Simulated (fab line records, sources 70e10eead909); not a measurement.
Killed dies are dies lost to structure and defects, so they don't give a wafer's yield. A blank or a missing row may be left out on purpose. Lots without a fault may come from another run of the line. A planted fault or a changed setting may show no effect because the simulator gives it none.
fab line records | flow nand_harc
record lots=6 wafers=17 last_day=32
route steps=1302 shown P_M1@299 END@1302
lots that met no fault: from a run of the same line without faults
start_h: hours from the record's first day to the start of the lot's first wafer shown | wait_h: hours since the lot's step before | " the same as in the row above | L1.1+2: a row that stands for several wafers | - no value, or no start given | * or withheld: withheld | < > ~ a bound
route shown NAME@n: a module of which the file shows steps, and the number in the route of the first | usual: mean/standard deviation of fault-free wafers | same: alike in all rows | chamber/n: place in a boat | sites: the reading at each site | _std_site: their standard deviation | _edge_site: outer sites' mean less inner sites' | radius_mm: how far each site lies from the wafer's centre | mask NAME#n: copy n | behind: the tool/chamber that last shaped the wafer | hold: why the lot was held/for how many hours/how that ended | device: the transistor (n, p or np) that didn't switch | end of line: the same wafers' tests at the end of the route | a step without rows: its recipe alone | killed: dies lost to structure and defects at the first sort, not the wafer's yield | map: a wafer's dies, x killed, . not, _ none there
set.NAME: the setting as run; set.NAME@STEP: as run at that earlier step | model.NAME: the simulator's own value behind a step, which no gauge read
lots at some steps of the route; a table a step, a row a wafer
services: from which hour (start_h, from the record's first day; less than 0 if before it) a tool's chamber was out of use, for how many hours, and why
## steps
# step NHARC_P_M1_ETCH_35
# recipe target_depth_a=400 overetch_a=120 time_s=43.94 ion_energy_ev=200 n2_flow_sccm=150 h2_flow_sccm=150 ar_flow_sccm=0 rf_w=400 bias_w=150 chemistry=N2/H2
# step NHARC_P_M1_ETCH_15
# recipe target_depth_a=1825 time_s=91.2 c4f8_flow_sccm=withheld ar_flow_sccm=400 rf_w=600 bias_w=300 chemistry=C4F8/Ar
# step NHARC_P_M1_CD_MEAS_16
# usual cd_nm=130.0/0.57
# columns lot.wafer tool chamber start_h wait_h cd_nm
L585.1 cd_sem-02 - 146.33 - 130.7
L585.5 " - " " 130.5
L585.6 " - " " 130.6
L587.1 cd_sem-01 - 164.30 - 129.5
L587.4 " - " " 130.1
L587.5 " - " " 130.4
L594.3 cd_sem-02 - 235.43 - 129.7
L594.6 " - " " 129.3
L595.1 cd_sem-03 - 250.35 - 130.2
L595.5 " - " " 130.3
L595.6 " - " " 130.7
L596.1 cd_sem-02 - 256.65 - 129.6
L596.5 " - " " 130.3
L596.6 " - " " 130.1
L604.1 cd_sem-01 - 345.62 - 128.9
L604.2 " - " " 130.5
L604.4 " - " " 129.8
# step NHARC_P_M1_STRIP_18
# recipe power_w=1000 n2_flow_sccm=150 h2_flow_sccm=150 ar_flow_sccm=0 bias_w=0 chemistry=N2/H2
# usual drypump_motor_current_A=5.6/0.37 oes_product_au=1.000/0.0074 rf_vpp_V=90.4/1.1 showerhead_plenum_p_Torr=2.01/0.1 throttle_valve_pct=14.171/0.0089
# columns lot.wafer tool chamber start_h wait_h drypump_motor_current_A oes_product_au rf_hours_counter_h rf_vpp_V showerhead_plenum_p_Torr throttle_valve_pct
L585.1 rie_diel-08 0 146.46 0.1 5.9 1.006 7 89.6 1.98 14.169
L585.6 " 2 " " 6.1 1.003 - 88.8 1.92 14.172
L585.5 " 3 " " 5.3 0.994 - 89.4 1.93 14.168
L587.4 rie_diel-08 0 164.41 0.1 5.9 1.000 9 89.0 1.98 14.176
L587.1 " 1 " " 5.8 0.999 10 91.2 2.17 14.178
L587.5 " 3 " " 5.3 1.004 - 90.3 1.93 14.179
L594.3 rie_diel-10 3 235.55 0.1 5.6 1.003 16 91.4 1.96 14.177
L594.6 " 2 " " 5.1 1.004 - 91.8 2.11 14.156
L595.1 rie_diel-08 2 250.45 0.1 6.1 1.006 5 88.2 1.92 14.182
L595.5 " 1 " " 5.8 1.008 - 91.0 2.17 14.172
L595.6 " 2 " " 6.1 1.007 - 89.6 1.92 14.157
L596.1 rie_diel-12 1 256.79 0.1 5.2 0.994 54 91.6 2.01 14.158
L596.6 " 3 " " 5.7 1.002 - 90.3 1.98 14.182
L596.5 " 1 " " 5.2 0.988 - 89.7 2.01 14.174
L604.1 rie_diel-10 0 345.69 0.1 5.5 1.023 8 92.6 2.18 14.185
L604.4 " 2 " " 5.1 1.006 7 91.2 2.11 14.157
L604.2 " 3 " " 5.6 1.010 8 91.0 1.95 14.169
# step NHARC_P_M1_ETCH_28
# recipe target_depth_a=300 over_etch_frac=0.3 time_s=72.99 ion_energy_ev=150 cf4_flow_sccm=50 n2_flow_sccm=100 ar_flow_sccm=150 rf_w=300 bias_w=100 chemistry=CF4/N2
# step NHARC_P_M1_STRIP_19
# recipe time_s=600 temp_c=30 chemistry=post_etch_residue_remover
# step NHARC_P_M1_DEGAS_29
# recipe temp_c=250 time_s=60
# step NHARC_P_M1_PRE_CLEAN_30
# recipe time_s=30 temp_c=280 gas=H2/He
# step NHARC_P_M1_PVD_20
# recipe target_thk_a=50 bias_v=168.6 power_w=15000 chamber_pressure_pa=0.12 time_s=8.06 substrate_temp_c=50 material=TaN
# usual throttle_valve_pct=29.7/0.91
# columns lot.wafer tool chamber start_h wait_h throttle_valve_pct
L585.1 pvd_sputter-02 - - - 30.7
L585.6 " - " " 29.5
L585.5 " - " " 30.1
L587.4 pvd_sputter-03 - - - 31.6
L587.1 " - " " 29.0
L587.5 " - " " 31.5
L594.3 pvd_sputter-02 - - - 30.9
L594.6 " - " " 28.3
L595.1 pvd_sputter-01 - - - 30.1
L595.5 " - " " 29.7
L595.6 " - " " 30.4
L596.1 pvd_sputter-02 - - - 28.1
L596.6 " - " " 29.8
L596.5 " - " " 30.3
L604.4 pvd_sputter-01 - - - 28.4
L604.2 " - " " 30.0
L604.1 " - " " 30.3
# step NHARC_P_M1_PVD_21
# recipe target_thk_a=300 chamber_pressure_pa=5 power_w=5000 substrate_temp_c=30 time_s=20.49 material=Cu
# usual throttle_valve_pct=29.7/0.95
# columns lot.wafer tool chamber start_h wait_h throttle_valve_pct
L585.1 pvd_sputter-02 - - - 29.7
L585.6 " - " " 31.1
L585.5 " - " " 29.7
L587.4 pvd_sputter-03 - - - 29.4
L587.1 " - " " 29.2
L587.5 " - " " 29.2
L594.3 pvd_sputter-02 - - - 28.0
L594.6 " - " " 29.9
L595.1 pvd_sputter-01 - - - 30.1
L595.5 " - " " 29.5
L595.6 " - " " 30.4
L596.1 pvd_sputter-02 - - - 30.4
L596.6 " - " " 30.1
L596.5 " - " " 28.0
L604.4 pvd_sputter-01 - - - 30.0
L604.1 " - " " 28.4
L604.2 " - " " 29.5
# step NHARC_P_M1_ECD_22
# recipe target_thk_a=4000 bath_temp_c=25 material=Cu
# step NHARC_P_M1_ANNEAL_31
# recipe temp_c=225 time_s=90
# usual wafer_temp_C_max=225.97/0.28
# columns lot.wafer tool chamber start_h wait_h wafer_temp_C_max
L585.1 rtp_anneal-01 0 147.81 - 226.02
L585.5 " 0 " " 225.86
L585.6 " 0 " " 225.91
L587.1 rtp_anneal-01 0 165.97 0.3 225.75
L587.4 " 0 " " 225.87
L587.5 " 0 " " 225.81
L594.3 rtp_anneal-01 0 236.98 0.3 225.66
L594.6 " 0 " " 225.80
L595.1 rtp_anneal-01 0 251.85 0.3 225.56
L595.5 " 0 " " 225.63
L595.6 " 0 " " 225.97
L596.1 rtp_anneal-01 0 258.16 - 225.54
L596.5 " 0 " " 225.45
L596.6 " 0 " " 225.52
L604.1 rtp_anneal-01 0 347.35 0.5 226.05
L604.2 " 0 " " 225.73
L604.4 " 0 " " 225.77
# step NHARC_P_M1_CMP_23
# recipe t_overpolish_s=20 target_thk_nm=157.82
# usual edge_zone_pressure_frac=1.000/0.0053 motor_current_A=12.4/1 retaining_ring_pressure_frac=1.000/0.0051 time_to_endpoint_s=28.4/2.4
# columns lot.wafer tool chamber start_h wait_h edge_zone_pressure_frac motor_current_A retaining_ring_pressure_frac time_to_endpoint_s
L585.1 cmp-02 0 148.25 - 1.000 13.2 1.004 29.4
L585.6 " 1 " " 0.996 11.9 0.997 26.5
L585.5 " 2 " " 0.997 11.7 1.003 25.9
L587.1 cmp-03 3 166.34 - 1.005 11.3 0.998 30.4
L587.4 " 1 " " 1.003 13.4 1.003 32.8
L587.5 " 3 " " 1.002 11.3 0.994 28.0
L594.3 cmp-02 2 237.22 - 1.004 11.6 1.003 25.9
L594.6 " 3 " " 1.002 10.4 0.991 37.5
L595.1 cmp-02 3 252.19 - 0.993 10.5 0.996 28.9
L595.5 " 3 " " 1.005 10.6 0.995 29.1
L595.6 " 0 " " 0.998 12.9 0.998 36.0
L596.1 cmp-03 1 258.53 - 0.997 13.6 1.010 32.2
L596.6 " 0 " " 0.998 12.7 1.005 31.3
L596.5 " 1 " " 0.995 14.1 1.003 34.7
L604.4 cmp-03 3 347.69 - 0.996 11.4 1.004 33.1
L604.2 " 0 " " 0.998 13.0 1.005 29.0
L604.1 " 1 " " 1.005 13.7 1.001 32.5
# step NHARC_P_M1_THK_MEAS_24
# recipe thk_meas_gauge=xrf
# usual thk_nm=157.8/1.4
# columns lot.wafer tool chamber start_h wait_h thk_nm
L585.1 film_metro-02 - 148.48 - 157.0
L585.5 " - " " 158.6
L585.6 " - " " 157.0
L587.1 film_metro-02 - 166.63 - 158.9
L587.4 " - " " 159.2
L587.5 " - " " 158.3
L594.3 film_metro-01 - 237.53 - 155.7
L594.6 " - " " 163.0
L595.1 film_metro-01 - 252.51 - 155.2
L595.5 " - " " 157.4
L595.6 " - " " 162.3
L596.1 film_metro-02 - 258.82 - 158.9
L596.5 " - " " 158.8
L596.6 " - " " 158.1
L604.1 film_metro-01 - 348.01 - 157.6
L604.2 " - " " 157.8
L604.4 " - " " 159.9
# step NHARC_P_M1_SRD_25
# step NHARC_P_M1_INSPECT_27
# usual raw_defect_count=290/98
# columns lot.wafer tool chamber start_h wait_h raw_defect_count
L585.1 defect_inspect-02 - 148.63 0.0 283
L585.5 " - " " 201
L585.6 " - " " 234
L587.1 defect_inspect-01 - 166.78 0.0 380
L587.4 " - " " 527
L587.5 " - " " 217
L594.3 defect_inspect-01 - 237.69 0.0 218
L594.6 " - " " 2211
L595.1 defect_inspect-02 - 252.69 0.0 473
L595.5 " - " " 274
L595.6 " - " " 2225
L596.1 defect_inspect-01 - 258.98 0.0 134
L596.5 " - " " 156
L596.6 " - " " 143
L604.1 defect_inspect-02 - 348.18 0.0 411
L604.2 " - " " 251
L604.4 " - " " 267
# step NHARC_P_M1_PRE_CLEAN_32
# recipe time_s=12 temp_c=370 rf_power_w=300 gas=NH3
# usual heater_power_outer_w=358/42 heater_power_w=623/62
# columns lot.wafer tool chamber start_h wait_h heater_power_outer_w heater_power_w
L585.1 pecvd-03 1 148.71 0.1 383 639
L585.6 " 1 " " 378 654
L585.5 " 2 " " 343 599
L587.1 pecvd-04 1 166.85 0.1 366 655
L587.5 " 1 " " 371 643
L587.4 " 2 " " 437 722
L594.3 pecvd-04 0 237.76 0.1 337 606
L594.6 " 1 " " 343 635
L595.1 pecvd-03 0 252.77 0.1 381 612
L595.5 " 2 " " 335 599
L595.6 " 1 " " 348 600
L596.1 pecvd-01 2 259.06 0.1 356 636
L596.5 " 1 " " 319 567
L596.6 " 2 " " 358 643
L604.1 pecvd-01 0 348.26 0.1 355 675
L604.2 " 1 " " 353 612
L604.4 " 2 " " 345 605
# step NHARC_END_SORT_01
# recipe temp_c=25
# usual defect_limited_yield=92/3 killed_at_array=52/20 killed_at_other=1.0/1.3 killed_at_periphery=3.7/2.2 killed_dies=57/20 killed_open=3.2/1.6 killed_short=2.4/1.6 sort_bin_2_pct=2.9/1.4 sort_bin_3_pct=0.6/0.41 sort_bin_4_pct=4.8/1.5 sort_n_pass=620/20 sort_rim_yield_pct=93/3.5 sort_yield_pct=92/3
# same gross_dies=677 sort_bin_5_pct[%]=0 sort_bin_6_pct[%]=0 sort_bin_7_pct[%]=0 sort_bin_8_pct[%]=0 sort_rim_n_gross=106.00
# columns lot.wafer tool chamber start_h wait_h defect_limited_yield[%] killed_at_array killed_at_other killed_at_periphery killed_dies killed_open killed_short sort_bin_2_pct[%] sort_bin_3_pct[%] sort_bin_4_pct[%] sort_n_pass sort_rim_yield_pct[%] sort_yield_pct[%]
L585.1 prober-02 0 577.15 2.5 93 48 1 1 50 1 2 3.4 0.6 3.4 627 93 93
L585.5 prober-02 0 580.39 3.7 94 39 1 4 44 4 0 1.5 0.6 4.4 633 92 94
L585.6 prober-02 0 581.21 4.1 93 45 1 3 49 1 2 2.7 0.3 4.3 628 93 93
L594.3 prober-02 0 657.83 3.1 93 40 1 5 46 5 2 1.9 0.9 4.0 631 94 93
L594.6 prober-02 0 660.25 4.0 0 42 1 634 677 3 5 2.1 93.2 4.7 0 0 0
L595.1 prober-02 0 681.31 2.5 96 23 0 5 28 1 2 1.2 0.4 2.5 649 98 96
L595.5 prober-02 0 684.49 3.7 96 20 0 5 25 6 3 1.5 0.1 2.1 652 98 96
L595.6 prober-02 0 685.28 4.0 0 26 0 651 677 3 1 1.2 96.0 2.8 0 0 0
# killed by level:class
L585.1 A_CHANNEL_HOLE_D1:chamber_film_flake=24 A_CHANNEL_HOLE_D2:chamber_film_flake=12 A_CONTACT:chamber_film_flake=7 A_ONON_D1:geometric_particle:short=1 A_CHANNEL_FILL_D1:geometric_particle:open=1 A_ONON_D2:geometric_particle:short=1 P_GATE:chamber_film_flake=1 A_CHANNEL_FILL_D2:chamber_film_flake=1
L585.5 A_CHANNEL_HOLE_D1:chamber_film_flake=21 A_CHANNEL_HOLE_D2:chamber_film_flake=10 A_CONTACT:chamber_film_flake=3 P_M0:geometric_particle:open=2 A_DECK1_JOINT:chamber_film_flake=2 P_GATE:geometric_particle:open=1 A_ONON_D2:geometric_particle:open=1 P_GATE:chamber_film_flake=1
L585.6 A_CHANNEL_HOLE_D1:chamber_film_flake=29 A_CHANNEL_HOLE_D2:chamber_film_flake=14 P_GATE:geometric_particle:open=1 P_CONTACT:geometric_particle:short=1 A_ONON_D1:geometric_particle:short=1 P_M0:chamber_film_flake=1 A_CONTACT:chamber_film_flake=1 THIN_TSV:chamber_film_flake=1
L594.3 A_STAIRCASE:chamber_film_flake=10 A_BONDPAD:chamber_film_flake=7 A_CHANNEL_HOLE_D1:chamber_film_flake=5 A_CONTACT:chamber_film_flake=4 A_M0:geometric_particle:open=3 P_M2:chamber_film_flake=3 A_BLC:chamber_film_flake=3 A_WL_FILL:geometric_particle:short=2
L594.6 P_M1:area_cmp=628 A_CONTACT:chamber_film_flake=11 A_STAIRCASE:chamber_film_flake=9 A_BLC:chamber_film_flake=4 A_BONDPAD:chamber_film_flake=4 P_M2:chamber_film_flake=3 A_M0:geometric_particle:short=2 P_GATE:chamber_film_flake=2
L595.1 A_CHANNEL_HOLE_D1:chamber_film_flake=8 A_STAIRCASE:chamber_film_flake=5 A_CONTACT:chamber_film_flake=3 P_GATE:chamber_film_flake=2 A_SLIT:chamber_film_flake=2 P_GATE:geometric_particle:short=1 A_DECK1_JOINT:geometric_particle:open=1 A_CHANNEL_FILL_D2:geometric_particle:short=1
L595.5 A_STAIRCASE:chamber_film_flake=6 A_CHANNEL_HOLE_D1:chamber_film_flake=3 A_CONTACT:chamber_film_flake=3 P_M0:geometric_particle:open=2 A_SLIT:chamber_film_flake=2 P_CONTACT:geometric_particle:short=1 P_M1:geometric_particle:open=1 A_CHANNEL_HOLE_D1:geometric_particle:open=1
L595.6 P_M1:area_cmp=649 A_CHANNEL_HOLE_D1:chamber_film_flake=9 A_STAIRCASE:chamber_film_flake=4 A_SLIT:chamber_film_flake=4 A_CONTACT:chamber_film_flake=4 A_ONON_D1:geometric_particle:open=1 A_BLC:geometric_particle:short=1 A_M0:geometric_particle:open=1
# map L594.6 (x killed, . not)
____________x____________
_________xxxxxxx_________
_______xxxxxxxxxxx_______
______xxxxxxxxxxxxx______
_____xxxxxxxxxxxxxxx_____
____xxxxxxxxxxxxxxxxx____
____xxxxxxxxxxxxxxxxx____
___xxxxxxxxxxxxxxxxxxx___
___xxxxxxxxxxxxxxxxxxx___
__xxxxxxxxxxxxxxxxxxxxx__
__xxxxxxxxxxxxxxxxxxxxx__
_xxxxxxxxxxxxxxxxxxxxxxx_
_xxxxxxxxxxxxxxxxxxxxxxx_
_xxxxxxxxxxxxxxxxxxxxxxx_
_xxxxxxxxxxxxxxxxxxxxxxx_
_xxxxxxxxxxxxxxxxxxxxxxx_
xxxxxxxxxxxxxxxxxxxxxxxxx
xxxxxxxxxxxxxxxxxxxxxxxxx
xxxxxxxxxxxxxxxxxxxxxxxxx
xxxxxxxxxxxxxxxxxxxxxxxxx
xxxxxxxxxxxxxxxxxxxxxxxxx
_xxxxxxxxxxxxxxxxxxxxxxx_
_xxxxxxxxxxxxxxxxxxxxxxx_
_xxxxxxxxxxxxxxxxxxxxxxx_
_xxxxxxxxxxxxxxxxxxxxxxx_
_xxxxxxxxxxxxxxxxxxxxxxx_
__xxxxxxxxxxxxxxxxxxxxx__
__xxxxxxxxxxxxxxxxxxxxx__
___xxxxxxxxxxxxxxxxxxx___
___xxxxxxxxxxxxxxxxxxx___
____xxxxxxxxxxxxxxxxx____
____xxxxxxxxxxxxxxxxx____
_____xxxxxxxxxxxxxxx_____
______xxxxxxxxxxxxx______
_______xxxxxxxxxxx_______
_________xxxxxxx_________
____________x____________
# map L595.6 (x killed, . not)
____________x____________
_________xxxxxxx_________
_______xxxxxxxxxxx_______
______xxxxxxxxxxxxx______
_____xxxxxxxxxxxxxxx_____
____xxxxxxxxxxxxxxxxx____
____xxxxxxxxxxxxxxxxx____
___xxxxxxxxxxxxxxxxxxx___
___xxxxxxxxxxxxxxxxxxx___
__xxxxxxxxxxxxxxxxxxxxx__
__xxxxxxxxxxxxxxxxxxxxx__
_xxxxxxxxxxxxxxxxxxxxxxx_
_xxxxxxxxxxxxxxxxxxxxxxx_
_xxxxxxxxxxxxxxxxxxxxxxx_
_xxxxxxxxxxxxxxxxxxxxxxx_
_xxxxxxxxxxxxxxxxxxxxxxx_
xxxxxxxxxxxxxxxxxxxxxxxxx
xxxxxxxxxxxxxxxxxxxxxxxxx
xxxxxxxxxxxxxxxxxxxxxxxxx
xxxxxxxxxxxxxxxxxxxxxxxxx
xxxxxxxxxxxxxxxxxxxxxxxxx
_xxxxxxxxxxxxxxxxxxxxxxx_
_xxxxxxxxxxxxxxxxxxxxxxx_
_xxxxxxxxxxxxxxxxxxxxxxx_
_xxxxxxxxxxxxxxxxxxxxxxx_
_xxxxxxxxxxxxxxxxxxxxxxx_
__xxxxxxxxxxxxxxxxxxxxx__
__xxxxxxxxxxxxxxxxxxxxx__
___xxxxxxxxxxxxxxxxxxx___
___xxxxxxxxxxxxxxxxxxx___
____xxxxxxxxxxxxxxxxx____
____xxxxxxxxxxxxxxxxx____
_____xxxxxxxxxxxxxxx_____
______xxxxxxxxxxxxx______
_______xxxxxxxxxxx_______
_________xxxxxxx_________
____________x____________
## services
# columns tool chamber start_h hours kind
pecvd-01 - 130.37 13.0 pm
cmp-02 - 134.50 4.0 pm
pvd_sputter-02 - 155.32 0.9 repair
rie_diel-08 2 156.18 3.1 repair
pvd_sputter-03 - 156.91 4.6 repair
pvd_sputter-02 - 161.48 2.3 repair
cmp-03 - 162.10 4.0 pm
pvd_sputter-03 - 170.01 10.0 pm
rie_diel-08 - 177.81 0.2 repair
rie_diel-08 0 183.08 5.2 repair
rie_diel-08 - 190.80 9.0 pm
cmp-02 - 196.19 0.5 repair
pvd_sputter-02 - 215.15 4.0 repair
cmp-03 - 218.87 0.4 repair
pvd_sputter-01 - 226.00 10.0 pm
cmp-02 - 232.50 4.0 pm
cmp-03 - 260.10 4.0 pm
cmp-02 - 269.85 1.0 repair
pvd_sputter-02 - 289.35 10.0 pm
cmp-03 - 299.83 0.5 repair
cmp-03 - 309.96 2.1 repair
pvd_sputter-02 - 311.29 4.4 repair
cmp-02 - 330.50 4.0 pm
cmp-02 - 343.56 4.6 repair
## key
first_sign step=NHARC_P_M1_CMP_23 reading=time_to_endpoint_s direction=up sigmas=3.4 usual=* struck=*
effect step=NHARC_P_M1_THK_MEAS_24 reading=thk_nm direction=up sigmas=3.5 usual=157.8 struck=162.6
effect step=NHARC_P_M1_INSPECT_27 reading=raw_defect_count direction=up sigmas=20 usual=290 struck=2218
effect step=NHARC_END_SORT_01 reading=killed_at_periphery direction=up sigmas=99+ usual=3.7 struck=642.5
more_kills_born_at NHARC_P_M1_CMP_23@cmp-02=1277
met_at NHARC_P_M1_CMP_23
struck_wafers L594.6,L595.6
later_rows_left_out L594.6,L595.6
onset_between 148.25 237.22
fault kind=process_parameter_drift tool=cmp-02 chamber=- onset_h=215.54 steps=NHARC_P_M1_CMP_23 channel=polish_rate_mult offset=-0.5 shape=step end_h=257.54 scope=struck_wafers_only
# later_rows_left_out: the simulator's readings of these wafers behind a module that went badly wrong aren't trusted and aren't shown, but for the sort
